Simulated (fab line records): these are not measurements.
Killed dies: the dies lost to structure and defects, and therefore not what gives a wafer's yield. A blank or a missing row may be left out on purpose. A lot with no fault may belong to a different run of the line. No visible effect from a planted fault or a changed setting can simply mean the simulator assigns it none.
fab line records	flow n5-finfet	part 1 of 2: steps 1 to 21 of 26
record: lots: 5	wafers: 15	last-day: 18
route steps=1938 shown BEOL_M9@1422
lots untouched by any fault: they come from a run of this same line in which no faults occurred
start-h: the number of hours between the record's first day and the start of the first shown wafer of the lot	wait-h: hours elapsed since this lot's preceding step	" repeats the value in the row above	L1.1+2: one row covering several wafers at once	- either no value or no given start	* or withheld: withheld	< > ~ a bound
route shown NAME@n: NAME is a module with steps in the file, n the number in the route of the first one	usual: mean/standard deviation of fault-free wafers	same: alike in all rows	chamber/n: place in a boat	sites: the reading at each site	_std_site: their standard deviation	_edge_site: outer sites' mean less inner sites'	radius-mm: how far each site lies from the wafer's centre	mask NAME#n: copy n	behind: tool/chamber where the wafer was last shaped	hold: cause of the lot's hold/its duration in hours/its outcome	device: transistor that didn't switch, given as n, p or np	end of line: tests of these same wafers at the route's end	a step given without rows: its recipe and nothing more	killed: dies that structure and defects cost at the first sort, which is not the same as the wafer's yield	map: dies across one wafer; x = killed, . = not, _ = none there
set.NAME: the setting as run; set.NAME@STEP: as run at that earlier step	model.NAME: the simulator's own value behind a step, which no gauge read
certain route steps with their lots: each step a table, each wafer a row
services: the hour from which a tool's chamber was out of use, counted from the record's first day as start-h (under 0 if before that day), plus the number of hours and why
== steps ==
step: N5_BEOL_M9_HM_OPEN_17
recipe: chemistry: Cl2/BCl3	target-depth-a: 200	overetch-a: 60	target: TiN	mask-material: SOC	ion-energy-ev: 150	pressure-mtorr: 10	icp-w: 1000	bias-w: 126	Cl2_flow_sccm: 53.25	bcl3-flow-sccm: 21.75	Ar_flow_sccm: 25
usual: drypump-motor-current-A: 5.7/0.47	oes-product-au: 0.64/0.11	rf-fwd-power-W: 993/3	throttle-valve-pct: 22.33/0.17
lot.wafer	tool	chamber	start-h	wait-h	drypump-motor-current-A	oes-product-au	rf-fwd-power-W	rf-hours-counter-h	throttle-valve-pct
L074.1	rie-metal-02	1	198.44	0.0	5.9	0.81	988	3	22.26
L074.2	"	0	"	"	5.1	0.53	994	120	22.62
L074.4	"	1	"	"	5.8	0.81	992	-	22.24
L083.2	rie-metal-01	1	263.42	0.0	5.8	0.55	998	95	22.22
L083.4	"	0	"	"	6.1	0.59	993	-	22.60
L083.5	"	1	"	"	5.8	0.56	1000	-	22.21
L091.1	rie-metal-02	0	309.49	0.0	5.1	0.80	998	3	22.17
L091.2	"	1	"	"	5.9	0.76	992	14	22.25
L091.5	"	1	"	"	5.8	0.74	990	-	22.28
L096.1	rie-metal-02	0	343.12	0.0	5.1	0.79	996	5	22.13
L096.4	"	1	"	"	5.9	0.75	997	-	22.25
L096.6	"	1	"	"	5.9	0.77	996	-	22.24
L095.1	rie-metal-01	0	343.84	0.0	6.1	0.60	989	82	22.59
L095.2	"	1	"	"	5.8	0.57	993	102	22.20
L095.4	"	1	"	"	5.8	0.57	997	-	22.21
step: N5_BEOL_M9_STRIP_19
recipe: chemistry: O2	power-w: 400	temp-c: 40	pressure-mtorr: 30	rf-frequency-hz: 6e+07	bias-power-w: 0	overash-fraction: 0.2	o2-flow-sccm: 225
usual: drypump-motor-current-A: 5.9/0.45	oes-product-au: 0.79/0.096	rf-vpp-V: 3.7/0.54	showerhead-plenum-p-Torr: 2.08/0.086	throttle-valve-pct: 16.71/0.28
same: overash-fraction: 0.2
lot.wafer	tool	chamber	start-h	wait-h	drypump-motor-current-A	oes-product-au	rf-hours-counter-h	rf-vpp-V	showerhead-plenum-p-Torr	throttle-valve-pct
L074.1	rie-diel-01	2	198.63	0.2	5.4	0.72	190	3.0	2.20	16.97
L074.2	"	1	"	"	5.5	0.96	2	3.3	2.12	16.49
L074.4	"	3	"	"	5.4	0.77	146	3.2	2.09	16.97
L083.2	rie-diel-06	0	263.53	0.1	6.5	0.74	209	3.3	1.99	16.47
L083.4	"	1	"	"	6.5	0.85	58	3.8	2.19	16.50
L083.5	"	2	"	"	5.6	0.96	-	4.2	2.05	16.77
L091.1	rie-diel-06	0	309.60	0.1	6.5	0.72	224	3.3	1.99	16.50
L091.2	"	3	"	"	5.9	0.74	164	3.4	1.91	16.42
L091.5	"	1	"	"	6.5	0.83	-	2.6	2.19	16.51
L096.1	rie-diel-01	3	343.25	0.1	5.4	0.73	188	3.1	2.08	17.05
L096.4	"	1	"	"	5.5	0.85	47	4.0	2.10	16.56
L096.6	"	0	"	"	5.5	0.93	-	3.3	2.06	16.56
L095.1	rie-diel-01	3	343.96	0.1	5.4	0.72	188	3.1	2.08	17.05
L095.2	"	0	"	"	5.5	0.93	12	3.4	2.06	16.57
L095.4	"	1	"	"	5.5	0.85	48	3.1	2.10	16.57
step: N5_BEOL_M9_CD_MEAS_18
recipe: pitch-nm: 140	target-cd-nm: 70
usual: cd-nm: 69.8/0.97
lot.wafer	tool	chamber	start-h	wait-h	cd-nm
L074.1	cd-sem-03	-	198.70	0.0	70.7
L074.2	"	-	"	"	70.1
L074.4	"	-	"	"	69.9
L083.2	cd-sem-02	-	263.60	0.1	68.9
L083.4	"	-	"	"	69.8
L083.5	"	-	"	"	70.2
L091.1	cd-sem-03	-	309.67	0.0	68.5
L091.2	"	-	"	"	69.1
L091.5	"	-	"	"	68.2
L096.1	cd-sem-01	-	343.32	0.0	70.2
L096.4	"	-	"	"	71.7
L096.6	"	-	"	"	69.2
L095.1	cd-sem-03	-	344.03	0.0	68.7
L095.2	"	-	"	"	70.3
L095.4	"	-	"	"	70.6
step: N5_BEOL_M9_COAT_63
recipe: resist: SOC	temp-c: 250	time-s: 60	spin-rpm: 1500	resist-thk-nm: 60
usual: dispense-pressure-kPa: 50.3/0.69
lot.wafer	tool	chamber	start-h	wait-h	dispense-pressure-kPa
L074.1	litho-track-03	0	198.74	0.0	49.8
L074.2	"	0	"	"	49.8
L074.4	"	0	"	"	49.8
L083.2	litho-track-05	0	265.15	1.5	51.4
L083.4	"	0	"	"	51.5
L083.5	"	0	"	"	51.5
L091.1	litho-track-02	0	312.07	2.4	50.0
L091.2	"	0	"	"	50.0
L091.5	"	0	"	"	50.0
L096.1	litho-track-02	0	346.84	3.5	50.0
L096.4	"	0	"	"	50.0
L096.6	"	0	"	"	50.0
L095.1	litho-track-03	0	346.93	2.9	49.8
L095.2	"	0	"	"	49.9
L095.4	"	0	"	"	49.8
step: N5_BEOL_M9_COAT_64
recipe: resist: SiARC	temp-c: 220	time-s: 60	spin-rpm: 1500	resist-thk-nm: 12
usual: dispense-pressure-kPa: 50.2/0.68
lot.wafer	tool	chamber	start-h	wait-h	dispense-pressure-kPa
L074.1	litho-track-03	0	-	-	49.8
L074.2	"	0	"	"	49.8
L074.4	"	0	"	"	49.8
L083.2	litho-track-05	0	-	-	51.4
L083.4	"	0	"	"	51.4
L083.5	"	0	"	"	51.4
L091.1	litho-track-02	0	-	-	50.0
L091.2	"	0	"	"	50.0
L091.5	"	0	"	"	50.0
L096.1	litho-track-02	0	-	-	50.0
L096.4	"	0	"	"	50.0
L096.6	"	0	"	"	50.0
L095.1	litho-track-03	0	-	-	49.7
L095.2	"	0	"	"	49.7
L095.4	"	0	"	"	49.7
step: N5_BEOL_M9_COAT_75
recipe: resist: underlayer	temp-c: 205	time-s: 60	spin-rpm: 1500	resist-thk-nm: 5
usual: dispense-pressure-kPa: 50.2/0.7
lot.wafer	tool	chamber	start-h	wait-h	dispense-pressure-kPa
L074.1	litho-track-03	0	-	-	49.7
L074.2	"	0	"	"	49.7
L074.4	"	0	"	"	49.7
L083.2	litho-track-05	0	-	-	51.4
L083.4	"	0	"	"	51.4
L083.5	"	0	"	"	51.4
L091.1	litho-track-02	0	-	-	50.0
L091.2	"	0	"	"	50.0
L091.5	"	0	"	"	50.0
L096.1	litho-track-02	0	-	-	50.0
L096.4	"	0	"	"	50.0
L096.6	"	0	"	"	50.0
L095.1	litho-track-03	0	-	-	49.7
L095.2	"	0	"	"	49.7
L095.4	"	0	"	"	49.7
step: N5_BEOL_M9_COAT_22
recipe: resist: CAR-EUV	spin-rpm: 1500	resist-thk-nm: 30
usual: dispense-pressure-kPa: 50.2/0.67
lot.wafer	tool	chamber	start-h	wait-h	dispense-pressure-kPa
L074.1	litho-track-03	0	-	-	49.7
L074.2	"	0	"	"	49.7
L074.4	"	0	"	"	49.7
L083.2	litho-track-05	0	-	-	51.4
L083.4	"	0	"	"	51.4
L083.5	"	0	"	"	51.4
L091.1	litho-track-02	0	-	-	49.9
L091.2	"	0	"	"	49.9
L091.5	"	0	"	"	49.8
L096.1	litho-track-02	0	-	-	50.0
L096.4	"	0	"	"	49.9
L096.6	"	0	"	"	50.0
L095.1	litho-track-03	0	-	-	49.7
L095.2	"	0	"	"	49.7
L095.4	"	0	"	"	49.7
step: N5_BEOL_M9_EBR_24
recipe: solvent: PGMEA	ebr-width-mm: 1.5
lot.wafer	tool	chamber	start-h	wait-h
L074.1+2+4	litho-track-03	0	-	-
L083.2+4+5	litho-track-05	0	-	-
L091.1+2+5	litho-track-02	0	-	-
L096.1+4+6	litho-track-02	0	-	-
L095.1+2+4	litho-track-03	0	-	-
step: N5_BEOL_M9_SOFTBAKE_23
recipe: temp-c: 110	time-s: 60	resist: CAR-EUV
lot.wafer	tool	chamber	start-h	wait-h
L074.1+2+4	litho-track-03	0	-	-
L083.2+4+5	litho-track-05	0	-	-
L091.1+2+5	litho-track-02	0	-	-
L096.1+4+6	litho-track-02	0	-	-
L095.1+2+4	litho-track-03	0	-	-
step: N5_BEOL_M9_EXPOSE_25
recipe: mask-id: V8	na: 0.33	source-shape: annular	sigma-inner: 0.4	sigma-outer: 0.8	polarization: unpolarized	dose-mj: 37.25
lot.wafer	tool	chamber	start-h	wait-h	mask
L074.1+2+4	euv-scanner-01	0	198.87	-	V8#0
L083.2+4+5	euv-scanner-02	0	265.29	-	V8#0
L091.1+2+5	euv-scanner-01	0	312.34	-	V8#0
L096.1+4+6	euv-scanner-01	0	347.10	-	V8#0
L095.1+2+4	euv-scanner-02	0	347.27	-	V8#0
step: N5_BEOL_M9_PEB_26
recipe: peb-temp-c: 100	peb-time-s: 60	resist: CAR-EUV
lot.wafer	tool	chamber	start-h	wait-h
L074.1+2+4	litho-track-02	0	198.94	0.1
L083.2+4+5	litho-track-05	0	265.35	0.1
L091.1+2+5	litho-track-03	0	312.40	0.1
L096.1+4+6	litho-track-02	0	347.16	0.1
L095.1+2+4	litho-track-05	0	347.33	0.1
step: N5_BEOL_M9_DEVELOP_27
recipe: develop-time-s: 30	developer: TMAH	resist: CAR-EUV	rinse-liquid: surfactant-rinse	dry: air-spin	dev-temp-c: 23
lot.wafer	tool	chamber	start-h	wait-h
L074.1+2+4	litho-track-02	0	-	-
L083.2+4+5	litho-track-05	0	-	-
L091.1+2+5	litho-track-03	0	-	-
L096.1+4+6	litho-track-02	0	-	-
L095.1+2+4	litho-track-05	0	-	-
step: N5_BEOL_M9_CD_MEAS_28
recipe: target-cd-nm: 70	landing-energy-ev: 500	detector: se-inlens	polarity: opening
usual: cd-nm: 70.0/0.33
lot.wafer	tool	chamber	start-h	wait-h	cd-nm
L074.1	cd-sem-03	0	199.00	-	70.5
L074.2	"	0	"	"	70.3
L074.4	"	0	"	"	70.2
L083.2	cd-sem-01	0	265.42	-	69.6
L083.4	"	0	"	"	69.6
L083.5	"	0	"	"	70.0
L091.1	cd-sem-02	0	312.47	-	70.2
L091.2	"	0	"	"	70.6
L091.5	"	0	"	"	70.0
L096.1	cd-sem-03	0	347.23	-	70.1
L096.4	"	0	"	"	69.6
L096.6	"	0	"	"	70.4
L095.1	cd-sem-02	0	347.40	-	69.7
L095.2	"	0	"	"	69.1
L095.4	"	0	"	"	69.7
step: N5_BEOL_M9_OVL_MEAS_29
recipe: points-per-wafer: 522
usual: V8_OVL: 0.3/0.66
lot.wafer	tool	chamber	start-h	wait-h	V8_OVL[nm]
L074.1	overlay-02	0	199.03	0.0	-0.2
L074.2	"	0	"	"	-0.5
L074.4	"	0	"	"	-1.0
L083.2	overlay-02	0	265.46	0.0	0.5
L083.4	"	0	"	"	0.0
L083.5	"	0	"	"	-0.4
L091.1	overlay-01	0	312.50	0.0	0.1
L091.2	"	0	"	"	-0.9
L091.5	"	0	"	"	-0.3
L096.1	overlay-02	0	347.26	0.0	-0.1
L096.4	"	0	"	"	0.5
L096.6	"	0	"	"	0.7
L095.1	overlay-02	0	347.43	0.0	0.9
L095.2	"	0	"	"	0.0
L095.4	"	0	"	"	-0.5
step: N5_BEOL_M9_INSPECT_30
recipe: mode: adi	inspect-instrument: brightfield
usual: raw-defect-count: 394/75
lot.wafer	tool	chamber	start-h	wait-h	raw-defect-count
L074.1	defect-inspect-02	-	199.09	0.1	454
L074.2	"	-	"	"	359
L074.4	"	-	"	"	398
L083.2	defect-inspect-02	-	265.51	0.0	296
L083.4	"	-	"	"	419
L083.5	"	-	"	"	318
L091.1	defect-inspect-01	-	312.55	0.1	358
L091.2	"	-	"	"	394
L091.5	"	-	"	"	349
L096.1	defect-inspect-02	-	347.32	0.1	461
L096.4	"	-	"	"	464
L096.6	"	-	"	"	382
L095.1	defect-inspect-02	-	347.49	0.1	405
L095.2	"	-	"	"	313
L095.4	"	-	"	"	328
step: N5_BEOL_M9_DESCUM_33
recipe: chemistry: O2	time-s: 7	source-power-w: 50	bias-power-w: 20	pressure-mtorr: 20	rf-frequency-hz: 2.712e+07	temp-c: 40	resist: CAR-EUV	o2-flow-sccm: 225
usual: drypump-motor-current-A: 5.8/0.44	oes-product-au: 0.77/0.088	rf-fwd-power-W: 49.36/0.23	rf-vpp-V: 243.0/1.6	showerhead-plenum-p-Torr: 2.07/0.087	throttle-valve-pct: 20.5/0.33
lot.wafer	tool	chamber	start-h	wait-h	drypump-motor-current-A	oes-product-au	rf-fwd-power-W	rf-hours-counter-h	rf-vpp-V	showerhead-plenum-p-Torr	throttle-valve-pct
L074.1	rie-diel-01	0	199.46	0.4	5.5	0.69	49.28	228	241.7	2.07	20.7
L074.2	"	1	"	"	5.5	0.97	49.55	2	244.7	2.12	20.2
L074.4	"	3	"	"	5.4	0.77	49.02	146	244.5	2.09	20.8
L083.2	rie-diel-06	3	265.54	0.0	5.9	0.75	49.64	150	242.1	1.91	20.1
L083.4	"	0	"	"	6.5	0.73	49.08	209	240.9	1.99	20.2
L083.5	"	0	"	"	6.5	0.73	49.06	-	241.6	1.99	20.2
L091.1	rie-diel-03	0	312.59	0.0	5.7	0.72	49.55	195	243.6	2.17	20.9
L091.2	"	3	"	"	5.8	0.75	48.96	151	240.4	1.98	19.9
L091.5	"	0	"	"	5.7	0.73	49.41	-	244.0	2.17	20.9
L096.1	rie-diel-06	1	347.35	0.0	6.5	0.83	49.48	83	245.9	2.18	20.2
L096.4	"	0	"	"	6.5	0.73	48.98	236	240.5	1.98	20.3
L096.6	"	2	"	"	5.6	0.91	49.27	-	242.8	2.04	20.7
L095.1	rie-diel-06	2	347.82	0.3	5.6	0.90	49.04	34	242.1	2.04	20.7
L095.2	"	1	"	"	6.5	0.82	49.50	83	246.7	2.18	20.2
L095.4	"	3	"	"	5.9	0.74	49.66	177	240.4	1.91	20.1
step: N5_BEOL_M9_ETCH_76
recipe: chemistry: N2/H2	target: underlayer	target-depth-a: 65	mask-material: CAR-EUV	time-s: 5.2	ion-energy-ev: 200	pressure-mtorr: 30	source-w: 840	bias-w: 150	n2-flow-sccm: 200	h2-flow-sccm: 200	ends: cleared
usual: drypump-motor-current-A: 5.8/0.44	etch-rf-on-time-s: 5.19/0.17	oes-product-au: 0.66/0.075	rf-fwd-power-W: 819.0/2.4	rf-vpp-V: 524/3.1	showerhead-plenum-p-Torr: 2.53/0.1	throttle-valve-pct: 17.97/0.28
lot.wafer	tool	chamber	start-h	wait-h	drypump-motor-current-A	etch-rf-on-time-s	oes-product-au	rf-fwd-power-W	rf-hours-counter-h	rf-vpp-V	showerhead-plenum-p-Torr	throttle-valve-pct
L074.1	rie-diel-01	0	199.50	0.0	5.5	5.41	0.59	817.9	228	522	2.52	18.19
L074.2	"	1	"	"	5.5	5.18	0.82	813.7	2	525	2.58	17.69
L074.4	"	3	"	"	5.4	5.20	0.65	823.4	146	525	2.58	18.51
L083.2	rie-diel-06	3	265.58	0.0	5.9	5.00	0.65	818.4	150	518	2.34	17.69
L083.4	"	0	"	"	6.5	5.08	0.63	821.7	209	520	2.42	17.65
L083.5	"	0	"	"	6.5	5.04	0.62	821.5	-	522	2.42	17.64
L091.1	rie-diel-03	0	312.62	0.0	5.7	5.30	0.61	818.9	195	526	2.63	18.26
L091.2	"	3	"	"	5.8	5.09	0.64	820.7	151	519	2.45	17.71
L091.5	"	0	"	"	5.7	5.29	0.61	824.7	-	529	2.63	18.26
L096.1	rie-diel-06	1	347.39	0.0	6.5	5.33	0.69	819.9	83	528	2.69	17.93
L096.4	"	0	"	"	6.6	4.91	0.62	822.9	236	521	2.41	17.69
L096.6	"	2	"	"	5.6	4.89	0.77	819.0	-	524	2.46	17.92
L095.1	rie-diel-06	2	347.85	0.0	5.5	4.91	0.77	818.2	34	523	2.46	17.93
L095.2	"	1	"	"	6.5	5.36	0.69	818.3	83	528	2.69	17.91
L095.4	"	3	"	"	5.9	4.97	0.63	821.7	177	519	2.33	17.72
step: N5_BEOL_M9_ETCH_65
recipe: chemistry: CF4	target: SiARC	target-depth-a: 156	mask-material: CAR-EUV	time-s: 26	ion-energy-ev: 80	pressure-mtorr: 40	source-w: 545	bias-w: 36	Ar_flow_sccm: 100	cf4-flow-sccm: 100	ends: cleared
usual: drypump-motor-current-A: 5.8/0.44	etch-rf-on-time-s: 25.9/0.84	oes-product-au: 0.66/0.076	rf-fwd-power-W: 532.5/2.4	rf-vpp-V: 184.0/1.3	showerhead-plenum-p-Torr: 2.13/0.082	throttle-valve-pct: 15.71/0.26
lot.wafer	tool	chamber	start-h	wait-h	drypump-motor-current-A	etch-rf-on-time-s	oes-product-au	rf-fwd-power-W	rf-hours-counter-h	rf-vpp-V	showerhead-plenum-p-Torr	throttle-valve-pct
L074.1	rie-diel-01	0	199.52	0.0	5.5	27.0	0.59	530.5	228	184.8	2.13	15.98
L074.2	"	1	"	"	5.5	25.7	0.84	533.4	2	184.7	2.19	15.57
L074.4	"	3	"	"	5.4	25.9	0.65	533.0	146	184.4	2.16	16.02
L083.2	rie-diel-06	3	265.59	0.0	5.8	25.3	0.65	536.2	150	182.2	1.98	15.38
L083.4	"	0	"	"	6.5	25.2	0.64	529.5	209	184.6	2.03	15.38
L083.5	"	0	"	"	6.5	25.3	0.63	531.3	-	182.5	2.03	15.39
L091.1	rie-diel-03	0	312.64	0.0	5.7	27.3	0.60	534.7	195	185.0	2.21	15.98
L091.2	"	3	"	"	5.8	25.8	0.64	531.0	151	184.6	2.06	15.35
L091.5	"	0	"	"	5.7	27.0	0.61	534.0	-	184.8	2.21	15.99
L096.1	rie-diel-06	1	347.40	0.0	6.5	26.7	0.69	534.5	83	186.2	2.24	15.58
L096.4	"	0	"	"	6.5	24.7	0.62	531.8	236	183.7	2.03	15.44
L096.6	"	2	"	"	5.7	25.3	0.76	530.7	-	184.9	2.09	15.71
L095.1	rie-diel-06	2	347.87	0.0	5.6	25.0	0.77	532.4	34	182.9	2.09	15.72
L095.2	"	1	"	"	6.5	26.9	0.68	535.5	83	185.4	2.24	15.58
L095.4	"	3	"	"	5.9	25.1	0.63	534.1	177	181.4	1.97	15.43
step: N5_BEOL_M9_ETCH_66
recipe: chemistry: N2/H2	target: SOC	target-depth-a: 800	overetch-a: 160	mask-material: SiARC	temp-c: 40	time-s: 120	ion-energy-ev: 200	pressure-mtorr: 30	source-w: 840	bias-w: 150	n2-flow-sccm: 200	h2-flow-sccm: 200
usual: drypump-motor-current-A: 5.8/0.44	oes-product-au: 0.59/0.063	rf-fwd-power-W: 835.9/2.9	rf-vpp-V: 523/3	showerhead-plenum-p-Torr: 2.53/0.1	throttle-valve-pct: 17.93/0.28
lot.wafer	tool	chamber	start-h	wait-h	drypump-motor-current-A	oes-product-au	rf-fwd-power-W	rf-hours-counter-h	rf-vpp-V	showerhead-plenum-p-Torr	throttle-valve-pct
L074.1	rie-diel-01	0	199.54	0.0	5.5	0.54	834.5	228	522	2.52	18.14
L074.2	"	1	"	"	5.5	0.74	836.5	2	525	2.58	17.63
L074.4	"	3	"	"	5.4	0.58	828.5	146	526	2.58	18.48
L083.2	rie-diel-06	3	265.62	0.0	5.9	0.57	836.2	150	519	2.34	17.64
L083.4	"	0	"	"	6.5	0.56	832.0	209	521	2.42	17.59
L083.5	"	0	"	"	6.5	0.56	835.6	-	519	2.42	17.60
L091.1	rie-diel-03	0	312.67	0.0	5.8	0.55	834.4	195	526	2.63	18.22
L091.2	"	3	"	"	5.9	0.58	840.1	151	519	2.45	17.66
L091.5	"	0	"	"	5.8	0.56	832.3	-	526	2.63	18.21
L096.1	rie-diel-06	1	347.43	0.0	6.5	0.63	838.2	83	527	2.69	17.87
L096.4	"	0	"	"	6.5	0.55	838.5	236	519	2.41	17.64
L096.6	"	2	"	"	5.6	0.68	833.1	-	521	2.46	17.89
L095.1	rie-diel-06	2	347.90	0.0	5.6	0.67	833.2	34	522	2.46	17.88
L095.2	"	1	"	"	6.5	0.62	836.5	83	527	2.69	17.89
L095.4	"	3	"	"	5.9	0.55	837.3	177	517	2.33	17.68
step: N5_BEOL_M9_STRIP_69
recipe: chemistry: N2/H2	temp-c: 40	n2-flow-sccm: 200	h2-flow-sccm: 200	rf-frequency-hz: 6e+07
lot.wafer	tool	chamber	start-h	wait-h
L074.1+2+4	rie-diel-01	0,1,3	199.62	0.0
L083.2+4+5	rie-diel-06	3,0,0	265.70	0.0
L091.1+2+5	rie-diel-03	0,3,0	312.75	0.0
L096.1+4+6	rie-diel-06	1,0,2	347.51	0.0
L095.1+2+4	rie-diel-06	2,1,3	347.98	0.0
step: N5_BEOL_M9_STRIP_77
recipe: chemistry: N2/H2	temp-c: 40	n2-flow-sccm: 200	h2-flow-sccm: 200	rf-frequency-hz: 6e+07
lot.wafer	tool	chamber	start-h	wait-h
L074.1+2+4	rie-diel-01	0,1,3	199.63	0.0
L083.2+4+5	rie-diel-06	3,0,0	265.71	0.0
L091.1+2+5	rie-diel-03	0,3,0	312.76	0.0
L096.1+4+6	rie-diel-06	1,0,2	347.52	0.0
L095.1+2+4	rie-diel-06	2,1,3	347.99	0.0
